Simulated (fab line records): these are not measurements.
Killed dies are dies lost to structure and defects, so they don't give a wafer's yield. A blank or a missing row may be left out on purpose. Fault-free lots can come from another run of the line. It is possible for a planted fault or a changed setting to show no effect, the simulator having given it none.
fab line records	flow n5_finfet
record lots=3	wafers=9	last_day=20
route steps=1938 shown BEOL_M10@1512 BEOL_M11@1536 BEOL_M15@1830 PASSIVATION@1936
lots untouched by any fault: they come from a run of this same line in which no faults occurred
start_h: hours from the record's opening day to when the first of the lot's shown wafers began	wait_h: time in hours since the lot's previous step	" same as the row above	L1.1+2: several wafers, shown together as one row	- no value, or no start was given	* or withheld: withheld	< > ~ a bound
route shown NAME@n: NAME is a module with steps in the file, n the number in the route of the first one	usual: mean and standard deviation over wafers with no fault	same: alike in all rows	chamber/n: place in a boat	sites: each site's reading	_std_site: their standard deviation	_edge_site: outer sites' mean less inner sites'	radius_mm: how far each site lies from the wafer's centre	mask NAME#n: copy n	behind: tool/chamber where the wafer was last shaped	hold: reason for holding the lot/hours on hold/outcome of the hold	device: names the non-switching transistor (n, p or np)	end of line: the route-end tests of the same wafers	for a step that has no rows: nothing shown but its recipe	killed: the dies lost at the first sort to structure and to defects; this is not the yield of the wafer	map: a wafer's dies, x killed, . not, _ none there
set.NAME: setting as actually run; set.NAME@STEP: the setting as run at that earlier step	model.NAME: the simulator's own value behind a step, which no gauge read
lots at some steps of the route; a table a step, a row a wafer
services: a tool's chamber out of use, with start hour (start_h, from the record's first day; less than 0 if before it), hours out, and reason
## steps
# step N5_BEOL_M10_TRENCH_ETCH_37
# recipe chemistry=C4F6/O2	target_depth_a=1488.3	target=SiCOH_lowk	time_s=48	ion_energy_ev=250	pressure_mtorr=30	source_w=345	bias_w=185	Ar_flow_sccm=300	C4F6_flow_sccm=10	O2_flow_sccm=10
# step N5_BEOL_M10_ETCH_41
# recipe chemistry=CH3F/O2	target=SiCN	target_depth_a=426	taper_deg=2	time_s=86	ion_energy_ev=120	mask_material=TiN	pressure_mtorr=30	source_w=395	bias_w=75	Ar_flow_sccm=150	CH3F_flow_sccm=30	O2_flow_sccm=20
# step N5_BEOL_M10_STRIP_77
# recipe chemistry=N2/H2	time_s=10	power_w=450	temp_c=40	pressure_mtorr=20	rf_frequency_hz=6e+07	bias_power_w=7	n2_flow_sccm=200	h2_flow_sccm=200
# step N5_BEOL_M10_HM_STRIP_39
# recipe chemistry=peroxide_tin_strip	material=TiN	target_depth_a=250	temp_c=50	time_s=158
# step N5_BEOL_M10_SRD_40
# recipe time_s=30	temp_c=23	rinse_liquid=diw	dry=ipa_marangoni
# step N5_BEOL_M10_PRECLEAN_42
# recipe chemistry=residue_remover	time_s=60	temp_c=40
# step N5_BEOL_M10_SRD_43
# recipe time_s=30	temp_c=23	rinse_liquid=diw	dry=ipa_marangoni
# step N5_BEOL_M10_CURE_72
# recipe temp_c=370	time_s=120	ambient=DMADMS/He	material=SiCOH_lowk
# step N5_BEOL_M10_DEGAS_44
# recipe ambient=vacuum	temp_c=250	time_s=60
# step N5_BEOL_M10_PRE_CLEAN_45
# recipe gas=H2/He	time_s=30	temp_c=250
# step N5_BEOL_M10_ALD_74
# recipe material=TaN	target_thk_a=20	temp_c=275	ald_precursor_family=PDMAT	ald_co_reactant=NH3	pressure_torr=3	carrier_flow_sccm=1500	pulse_time_s=2	purge_time_s=3	co_reactant_purge_time_s=2	co_reactant_pulse_time_s=3	ald_cycles=40	precursor_vessel_temp_c=75	precursor_vessel_pressure_torr=26.25	precursor_vessel_carrier_sccm=1000
# usual ald_cycles=40/0	heater_power_w=417/31	mfc_carrier_sccm=1500/4.5
# same pulse_time_s=2
lot.wafer	tool	chamber	start_h	wait_h	ald_cycles	heater_power_w	mfc_carrier_sccm	model.TaN_of_BEOL_M10_ALD_74.thk_nm
L378.1	ald_metal-03	3	363.16	0.1	40	391	1504	2
L378.2	"	0	"	"	40	399	1502	2
L378.4	"	1	"	"	40	373	1491	2
L386.2	ald_metal-02	1	409.64	0.1	40	435	1500	2
L386.4	"	0	"	"	40	435	1501	2
L386.5	"	2	"	"	40	412	1499	2
L384.3	ald_metal-03	1	429.63	0.0	24	371	1506	1.2
L384.4	"	0	"	"	24	401	1505	1.2
L384.5	"	0	"	"	24	413	1504	1.2
# step N5_BEOL_M10_SURFACE_TREAT_76
# recipe gas=Ar	time_s=*	ion_energy_ev=*	ion_current_ma_cm2=0.5	pressure_mtorr=*	ar_flow_sccm=30
# step N5_BEOL_M10_CVD_75
# recipe material=Co	target_thk_a=20	temp_c=withheld	precursor=CCTBA/H2	pressure_torr=30	time_s=138.9
# step N5_BEOL_M10_SPUTTER_48
# recipe material=Cu	target_thk_a=120	temp_c=-20	bias_v=60	power_w=26000	chamber_pressure_pa=0.13	time_s=2
# step N5_BEOL_M10_ECD_50
# recipe material=Cu	target_thk_a=3180
# step N5_BEOL_M10_ANNEAL_51
# recipe temp_c=225	time_s=90	ambient=N2
# step N5_BEOL_M10_CMP_52
# recipe stop_on=SiCOH_lowk	t_overpolish_s=7	down_force_psi=1	platen_rpm=50	clearing_platen_down_force_psi=1.5	clearing_platen_rpm=50	post_cmp_clean=cu_alkaline	target_thk_nm=140	clearing_platen_pad_velocity_m_s=0.99484	pad_velocity_m_s=0.99484
# step N5_BEOL_M10_PRE_CLEAN_55
# recipe gas=NH3	time_s=15	temp_c=withheld	rf_power_w=300
# step N5_BEOL_M10_DEP_56
# recipe material=SiCN	target_thk_a=150	temp_c=withheld	precursor=3MS/NH3	pressure_torr=3	rf_w=202	time_s=26.5
# step N5_BEOL_M11_ILD_DEP_00
# recipe material=SiCOH_lowk	target_thk_a=3085.1	temp_c=300	precursor=DEMS/porogen	pressure_torr=5	rf_w=500	time_s=58
# step N5_BEOL_M11_CURE_71
# recipe temp_c=385	time_s=240	ambient=He/Ar	material=SiCOH_lowk
# step N5_BEOL_M11_PECVD_70
# recipe material=SiO2	target_thk_a=200	temp_c=400	precursor=TEOS/O2	pressure_torr=5.5	rf_w=450	teos_flow_sccm=53.8	gas=O2	flow_sccm=3000	time_s=22.7
# step N5_BEOL_M11_HM_DEP_02
# recipe material=TiN	target_thk_a=200	temp_c=25	chamber_pressure_pa=0.49996
# step N5_BEOL_M11_COAT_59
# recipe resist=SOC	temp_c=250	time_s=60	spin_rpm=1500	resist_thk_nm=100
# step N5_BEOL_M11_COAT_60
# recipe resist=SiARC	temp_c=220	time_s=60	spin_rpm=1500	resist_thk_nm=30
# step N5_BEOL_M11_COAT_05
# recipe resist=CAR-ArF	spin_rpm=1500	resist_thk_nm=90
# step N5_BEOL_M11_EBR_07
# recipe solvent=PGMEA	ebr_width_mm=1.5
# step N5_BEOL_M11_SOFTBAKE_06
# recipe temp_c=110	time_s=60	resist=CAR-ArF
# step N5_BEOL_M11_EXPOSE_08
# recipe mask_id=M11	na=1.35	source_shape=dipole	sigma_inner=0.411	sigma_outer=0.611	polarization=te	dose_mj=53.75
# step N5_BEOL_M11_PEB_09
# recipe peb_temp_c=withheld	peb_time_s=60	resist=CAR-ArF
# step N5_BEOL_M11_DEVELOP_10
# recipe develop_time_s=30	developer=TMAH	resist=CAR-ArF	rinse_liquid=diw	dry=air_spin	dev_temp_c=23
# step N5_BEOL_M11_DESCUM_16
# recipe chemistry=O2	time_s=7.9	source_power_w=50	bias_power_w=20	pressure_mtorr=20	rf_frequency_hz=2.712e+07	temp_c=40	resist=CAR-ArF	o2_flow_sccm=225
# step N5_BEOL_M11_ETCH_61
# recipe chemistry=CF4	target=SiARC	target_depth_a=390	mask_material=CAR-ArF	time_s=65	ion_energy_ev=80	pressure_mtorr=40	source_w=545	bias_w=36	Ar_flow_sccm=100	cf4_flow_sccm=100	ends=cleared
# step N5_BEOL_M15_RC_MEAS_101
# usual COMB_M10=1.5e-11/3.4e-12	COMB_M10_max_site=2.1e-11/4.9e-12	COMB_M11=1.51e-11/2.7e-12	COMB_M12=6.6e-12/1.5e-12	COMB_M12_max_site=9.3e-12/2.2e-12	COMB_M13=5.2e-12/1.3e-12	COMB_M14=4e-12/1.2e-12	COMB_M15=2.8e-12/1e-12	COMB_M5=3.7e-11/8.2e-12	COMB_M5_max_site=5.2e-11/1.2e-11	COMB_M6=2.6e-11/5.6e-12	COMB_M7=2.6e-11/5.7e-12	COMB_M8=2.5e-11/5.2e-12	COMB_M9=1.5e-11/3e-12	SERP_M10=3.07/0.075	SERP_M11=3.07/0.063	SERP_M12=0.640/0.014	SERP_M13=0.309/0.0055	SERP_M14=0.1595/0.0029	SERP_M5=38.4/1.5	SERP_M5_max_site=39.9/1.7	SERP_M6=13.8/0.44	SERP_M7=13.8/0.45	SERP_M8=13.8/0.46	SERP_M9=3.06/0.076
lot.wafer	tool	chamber	start_h	wait_h	COMB_M10[S/m]	COMB_M10_max_site[S/m]	COMB_M11[S/m]	COMB_M12[S/m]	COMB_M12_max_site[S/m]	COMB_M13[S/m]	COMB_M14[S/m]	COMB_M15[S/m]	COMB_M5[S/m]	COMB_M5_max_site[S/m]	COMB_M6[S/m]	COMB_M7[S/m]	COMB_M8[S/m]	COMB_M9[S/m]	SERP_M10[ohm/um]	SERP_M11[ohm/um]	SERP_M12[ohm/um]	SERP_M13[ohm/um]	SERP_M14[ohm/um]	SERP_M5[ohm/um]	SERP_M5_max_site[ohm/um]	SERP_M6[ohm/um]	SERP_M7[ohm/um]	SERP_M8[ohm/um]	SERP_M9[ohm/um]
L378.1	prober-02	0	399.31	0.0	1.5e-11	4e-11	1.71e-11	7.8e-12	1.2e-11	4.5e-12	3.3e-12	3.4e-12	3.9e-11	4.5e-11	3.6e-11	1.8e-11	2.8e-11	1.3e-11	3.09	3.11	0.647	0.304	0.1533	36.4	39.0	13.5	13.6	13.8	3.04
L378.2	"	0	"	"	1.3e-11	1.6e-11	1.38e-11	7.4e-12	8.9e-12	5.1e-12	4.6e-12	3.5e-12	4.1e-11	5.2e-11	2.3e-11	2.7e-11	2.8e-11	1.3e-11	3.05	3.04	0.657	0.299	0.1571	39.3	41.9	13.2	14.2	14.6	3.15
L378.4	"	0	"	"	1.8e-11	2.7e-11	1.22e-11	7.8e-12	1.09e-11	6.4e-12	4e-12	3.6e-12	4.1e-11	5.6e-11	3.8e-11	2.2e-11	3.4e-11	1.6e-11	3.27	3.09	0.636	0.306	0.1578	36.6	38.3	13.9	13.7	14.0	3.06
L386.2	prober-01	0	445.90	0.2	1.1e-11	2.5e-11	1.5e-11	7.6e-12	1.14e-11	4e-12	2.5e-12	1e-12	5.3e-11	9.2e-11	3e-11	2.1e-11	1.9e-11	1.4e-11	3.16	3.01	0.613	0.314	0.1614	38.2	39.0	14.1	14.0	13.9	3.04
L386.4	"	0	"	"	1.1e-11	1.4e-11	1.24e-11	6.8e-12	1.01e-11	3.1e-12	2.9e-12	1.4e-12	3.8e-11	6.6e-11	3.3e-11	2.7e-11	2.7e-11	1.2e-11	3.16	3.10	0.623	0.308	0.1579	39.1	40.3	13.8	14.2	13.8	3.04
L386.5	"	0	"	"	1.1e-11	1.7e-11	1.46e-11	8e-12	1.03e-11	3.4e-12	3.2e-12	1.3e-12	3.8e-11	5e-11	1.8e-11	2.6e-11	2.3e-11	1.3e-11	3.29	3.05	0.634	0.302	0.1608	38.8	40.0	13.8	14.0	14.9	3.12
L384.3	prober-01	0	463.42	0.3	5.4e-11	8.4e-11	1.53e-11	6.5e-12	9.3e-12	5.5e-12	3.1e-12	1.6e-12	2.8e-11	3.8e-11	2e-11	2.9e-11	2.1e-11	1.8e-11	2.92	3.05	0.668	0.303	0.1576	39.1	39.8	13.6	12.9	13.2	3.04
L384.4	"	0	"	"	4.1e-11	6.6e-11	1.18e-11	5.5e-12	6.5e-12	4e-12	4.5e-12	1e-12	4.5e-11	6.2e-11	2e-11	3.5e-11	1.8e-11	9e-12	3.01	3.20	0.665	0.302	0.1575	39.7	41.4	14.1	14.5	13.3	3.09
L384.5	"	0	"	"	3.7e-11	6.6e-11	1.8e-11	5.2e-12	7.6e-12	3.7e-12	3.1e-12	1.6e-12	3.9e-11	5.1e-11	2e-11	1.4e-11	2.2e-11	1.4e-11	2.92	3.15	0.655	0.305	0.1616	37.0	37.7	15.3	14.2	13.2	3.07
# sites COMB_M10 radius_mm=0,75,75,75,75,140,140,140,140
L378.1 1.5e-11 1.7e-11 1.1e-11 1.3e-11 1.7e-11 2.2e-11 4e-11 1.4e-11 1.5e-11
L386.2 1.1e-11 1e-11 2.5e-11 1e-11 1.2e-11 1.1e-11 1.1e-11 1.1e-11 1.2e-11
L384.3 5.4e-11 5e-11 5.4e-11 4.6e-11 4.7e-11 7.5e-11 5.2e-11 6.9e-11 8.4e-11
# step N5_PASSIVATION_PROBE_49
# usual killed_at_M0_to_M3=37/12	killed_at_M4_up=15/5.6	killed_at_contacts=13/6.9	killed_at_front_end=40/11	killed_at_other=4/3.2	killed_dies=109/20	killed_on_rim=14/4.3	killed_open=73/15	killed_short=35/8.3
# same gross_dies=1180	killed_at_back_side=0
lot.wafer	tool	chamber	start_h	wait_h	killed_at_M0_to_M3	killed_at_M4_up	killed_at_contacts	killed_at_front_end	killed_at_other	killed_dies	killed_on_rim	killed_open	killed_short
L384.3	prober-02	-	478.54	0.1	53	14	5	159	6	237	36	78	29
L384.4	prober-02	-	478.59	0.2	22	23	10	203	2	260	10	68	25
L384.5	prober-02	-	478.64	0.2	38	27	13	157	6	241	33	79	30
# killed by level:class
L384.3 FIN_SAQP:unspecified=127 BEOL_M1:geometric_particle:open=18 STI_FIN_REVEAL:geometric_particle:open=10 BEOL_M2:geometric_particle:open=8 FIN_SAQP:geometric_particle:open=7 BEOL_M0_SAQP:geometric_particle:open=7 BEOL_M3:geometric_particle:open=6 MOL_CONTACT_COAG:geometric_particle:open=5
L384.4 FIN_SAQP:unspecified=162 STI_FIN_REVEAL:geometric_particle:open=13 BEOL_M4:geometric_particle:open=11 MOL_CONTACT_COAG:geometric_particle:open=8 ILD0:geometric_particle:short=7 BEOL_M1:geometric_particle:open=6 FIN_SAQP:geometric_particle:short=4 ILD0:geometric_particle:open=4
L384.5 FIN_SAQP:unspecified=129 STI_FIN_REVEAL:geometric_particle:open=15 MOL_CONTACT_COAG:geometric_particle:open=11 BEOL_M2:geometric_particle:open=11 BEOL_M4:geometric_particle:open=9 BEOL_M0_SAQP:geometric_particle:short=6 BEOL_M0_SAQP:geometric_particle:open=6 BEOL_M1:geometric_particle:open=5
# map L384.4 (x killed, . not)
_________________.....x.....x________________
______________...........x......_____________
___________....x...................__________
__________x.x.x.x...x..............._________
________...x.....x...................._______
_______.........x..........x....x......______
______.....xx......x...................._____
_____..........x.......x...........x.....____
____....................x....x............___
___...............x......x...x.............__
___...x...........x..........x.............__
__......x..xx........x...............x......_
__.................x...x.........x.........x_
_...........x.x.................xx...........
_.x......xx.......xx.x...x..x.........x...x..
_.........x....x......................x......
_.......................x........x..x........
_......x...x.......x...x.x.xx............x.x.
_.x...............x.x...x.x..................
_..x.....x....x...xx..xxx.xxx.x.............x
_.....x.x..............xxxxxxxx.x..........x.
__...................xxxxxxxxxxx.x.........._
__.........x.......xxxxxxxxxxxxxx...xx......_
___...x.......x...xxxxxxxxxxxxxxxx...x.....__
___...........xx.xxxxxxxxxxxxxxx.xx.x......__
____...........x...xxxxxxxxxxxxxx....x....___
_____......x.x..x.xxxxxxxxxxxxxxxxx...x..____
______....x.........xxxxxxxxxxxxxx......_____
_______..x..........xxxxxxxxxxxxx......______
________.....x....x..x.xxxxxxxx.x....x_______
__________..........xx.xxx.xxxxx.x.._________
___________..............x.xx......__________
______________...............xx._____________
_________________...........x________________
# map L378.1 (x killed, . not)
_________________........x.x.________________
______________.......x.........x_____________
___________..xx.........x..........__________
__________...x...................x.._________
________..................xx.....x...._______
_______x......x........................______
______........x................x........_____
_____..............x..x...x......x..x....____
____.......x..x...........................___
___............x.........................x.__
___..x.x............x.....x....x.........x.__
__.......x..............x..................._
__......xx.x..............x................._
_..............x.....x................x......
_...x...........x..x.......x.........x...x...
_...............x....x.......................
_......x...x..........xx..x..................
_...........x..x............x................
_x.........................................x.
_.....x.......x......x.......................
_...........................x.......x..x.....
__.x......xx.........x........x............._
__...........x...........xx..............x.._
___.........x..............x.....x.........__
___.......x....xxx.........................__
____................x.....x.....x.....x...___
_____............x....................xx.____
______x............x..........x...x....._____
_______...........x.x..x.....x.........______
________.......x......................_______
__________..........x.....x..x......_________
___________....x....x.........x....__________
______________.x..........x....._____________
_________________............________________
## services
tool	chamber	start_h	hours	kind
ald_metal-03	0	351.25	-	clean
ald_metal-03	1	351.25	-	clean
ald_metal-03	2	351.25	-	clean
ald_metal-03	3	351.25	-	clean
## key
first_sign step=N5_BEOL_M10_ALD_74	reading=ald_cycles	direction=down	sigmas=99+	usual=*	struck=*
effect step=N5_BEOL_M15_RC_MEAS_101	reading=COMB_M10	direction=up	sigmas=8.7	usual=1.5e-11	struck=4.4e-11
model_effect step=N5_BEOL_M10_ALD_74	value=TaN_of_BEOL_M10_ALD_74.thk_nm	without=2	struck=1.2
met_at N5_BEOL_M10_ALD_74
struck_wafers L384.3,L384.4,L384.5
tester_left_out L384
onset_between 363.16 429.63
earlier_fault kind=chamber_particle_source	tool=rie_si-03	chamber=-	onset_h=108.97	steps=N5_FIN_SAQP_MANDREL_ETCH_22	rate_per_visit_cm2=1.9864	until_the_next_wet_clean=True
fault kind=process_parameter_drift	tool=ald_metal-03	chamber=-	onset_h=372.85	steps=N5_BEOL_M10_ALD_74	channel=ald_cycles	offset=*	shape=step	acts_in=*	stated=*
# tester_left_out: of these lots the tester's yield and bins aren't shown, on N5 and GAA mostly nor the transistor test; their killed dies are dies lost to structure and defects alone, not to doping, threshold or leakage, so they don't give the yield
